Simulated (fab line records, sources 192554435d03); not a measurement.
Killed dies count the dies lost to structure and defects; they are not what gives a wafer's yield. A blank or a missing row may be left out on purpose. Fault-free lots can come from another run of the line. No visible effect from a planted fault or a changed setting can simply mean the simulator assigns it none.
Struck lot and sound lot, side by side | flow n5_finfet | 35 steps out of a route of 1938
Sound: wafers L697.3, L697.4, L697.6. The struck wafers were L689.1, L689.3, L689.4. The cause is named last.
For every step that has rows: the tool of each side, followed by ch and its chambers, followed by its first start. Under that, the readings that differ: sound wafers | struck wafers | difference of the means | sigmas: that difference in standard deviations of wafers without a fault.
alike: same words and numbers on both sides, and readings whose means sit less than 2 such deviations apart. not compared: any withheld reading, any reading some wafer has no value for, any bound like >300 that may hide the same value, and any number with overlapping values for which the record gives no deviation.
A row with sigmas, a row that says differs or no value, or rows on one side alone: a step with any of these is where the two part. Numbers that don't overlap but have no deviation are shown without sigmas and don't part them. Lack of a reading on every wafer of one side parts them only where that side has two or more wafers.

first, 9 steps without rows for these wafers: N5_BEOL_M2_DEVELOP_10 (develop time 30 s); N5_BEOL_M2_DESCUM_16 (chemistry O2, time 7 s); N5_BEOL_M2_ETCH_74 (etches underlayer in N2/H2, target depth 6.5 nm, time 5.2 s); N5_BEOL_M2_ETCH_63 (etches SiARC in CF4, target depth 15.6 nm, time 26 s); N5_BEOL_M2_ETCH_64 (etches SOC in N2/H2, target depth 75 nm, overetch 22.5 nm, time 121.9 s); N5_BEOL_M2_STRIP_65 (strips in N2/H2); N5_BEOL_M2_STRIP_75 (strips in N2/H2); N5_BEOL_M2_STRIP_66 (strips in CF4); N5_BEOL_M2_HM_OPEN_17 (chemistry Cl2/BCl3, target TiN, target depth 20 nm, overetch 6 nm).
N5_BEOL_M2_STRIP_19: strips in O2.
  sound on rie_diel-04 ch 0,2,3, day 12 02:58; struck on rie_diel-03 ch 1,2,3, day 10 20:50
  no value came back on the struck wafers for any of 8 readings (bias_power_w (W), chamber_pressure_mTorr (mTorr) and others); on the sound wafers bias_power_w (W) reads 0 0 0
  reading                                  | sound | struck       | difference | sigmas
  model.SOC_of_BEOL_M2_COAT_61.thk_nm (nm) | 0 0 0 | 51.6 51.8 52 | +51.8      |
  not compared: rf_hours_counter_h
then, 14 steps without rows for these wafers: N5_BEOL_M2_COAT_67 (time 60 s, resist thk 60 nm); N5_BEOL_M2_COAT_68 (time 60 s, resist thk 12 nm); N5_BEOL_M2_COAT_76 (time 60 s, resist thk 5 nm); N5_BEOL_M2_COAT_22 (resist thk 30 nm); N5_BEOL_M2_EBR_24; N5_BEOL_M2_SOFTBAKE_23 (time 60 s); N5_BEOL_M2_EXPOSE_25 (exposes mask V1, defocus 5 nm); N5_BEOL_M2_PEB_26 (peb time 60 s); N5_BEOL_M2_DEVELOP_27 (develop time 30 s); N5_BEOL_M2_DESCUM_33 (chemistry O2, time 7 s); N5_BEOL_M2_ETCH_77 (etches underlayer in N2/H2, target depth 6.5 nm, time 5.2 s); N5_BEOL_M2_ETCH_69 (etches SiARC in CF4, target depth 15.6 nm, time 26 s); N5_BEOL_M2_ALD_98 (deposits SiO2, target thk 2.5 nm, pulse time 1 s, co reactant pulse time 1 s); N5_BEOL_M2_ETCHBACK_99 (etches SiO2 in CHF3, target depth 5 nm, time 10.4 s).
N5_BEOL_M2_ETCH_70: etches SOC in N2/H2, target depth 80 nm, overetch 24 nm, time 130 s.
  sound on rie_diel-04 ch 0,1,3, day 13 21:02; struck on rie_diel-04 ch 0,1,2, day 12 06:42
  reading                  | sound             | struck            | difference | sigmas
  oes_product_au (a.u.)    | 0.53 0.63 0.63    | 0.96 0.91 0.89    | +0.32      | +5
  model.etch.depth_nm (nm) | 59.91 59.97 60.05 | 106.3 108.2 106.8 | +47.1      |
  alike: drypump_motor_current_A, rf_vpp_V, showerhead_plenum_p_Torr, throttle_valve_pct
  not compared: rf_hours_counter_h
then, 6 steps without rows for these wafers: N5_BEOL_M2_STRIP_71 (strips in N2/H2); N5_BEOL_M2_STRIP_78 (strips in N2/H2); N5_BEOL_M2_VIA_ETCH_34 (etches the open film in C4F6/O2, target depth 69.4 nm, time 65.9 s); N5_BEOL_M2_STRIP_83 (strips in C4F6/O2); N5_BEOL_M2_STRIP_36 (strips in N2/H2); N5_BEOL_M2_TRENCH_ETCH_37 (etches SiOC in C4F6/O2, target depth 55.555 nm, time 29.2 s).
N5_BEOL_M2_ETCH_41: etches SiCN in CH3F/O2, target depth 29.9 nm, time 52.5 s.
  sound on rie_diel-04 ch 0,1,3; struck on rie_diel-04 ch 0,1,2
  reading                                  | sound | struck       | difference | sigmas
  model.SOC_of_BEOL_M2_COAT_61.thk_nm (nm) | 0 0 0 | 34.6 35 35.4 | +35.0      |
  alike: drypump_motor_current_A, oes_product_au, rf_vpp_V, showerhead_plenum_p_Torr, throttle_valve_pct
  not compared: rf_hours_counter_h
then, 1 step without rows for these wafers: N5_BEOL_M2_STRIP_97 (strips in N2/H2, time 10 s).
N5_BEOL_M4_RC_MEAS_101:
  the record has rows for the sound wafers here (prober-02 ch 0, day 16 04:45) and none for the struck ones
-- record jumps: 8 days separate the struck wafers' starts on either side; left off in module BEOL_M4, taken up again in module PASSIVATION, whose first shown step is the route's number 1936 --
N5_PASSIVATION_PROBE_49:
  sound on prober-02, day 20 23:11; struck on prober-02, day 20 13:01
  reading                  | sound | struck         | difference | sigmas
  defect_limited_yield (%) | 91.9  | 0 0 0          | -92        | -57
  killed_at_M0_to_M3       | 55    | 1111 1103 1089 | +1046      | +95
  killed_at_front_end      | 25    | 50 48 61       | +28        | +3
  killed_dies              | 96    | 1180 1180 1180 | +1084      | +57
  killed_on_rim            | 21    | 152 152 152    | +131       | +30
  sort_bin_5_function (%)  | 4.6   | 96.6 96.5 96.2 | +91.8      | +92
  sort_n_pass              | 1084  | 0 0 0          | -1084      | -54
  sort_yield_pct (%)       | 91.9  | 0 0 0          | -92        | -54
  alike: killed_at_M4_up, killed_at_contacts, killed_at_other, killed_open, killed_short, sort_bin_6_memory

## WHERE THEY PART
First at N5_BEOL_M2_STRIP_19; last, within this record, at N5_PASSIVATION_PROBE_49.

WHY: what the simulator had put in
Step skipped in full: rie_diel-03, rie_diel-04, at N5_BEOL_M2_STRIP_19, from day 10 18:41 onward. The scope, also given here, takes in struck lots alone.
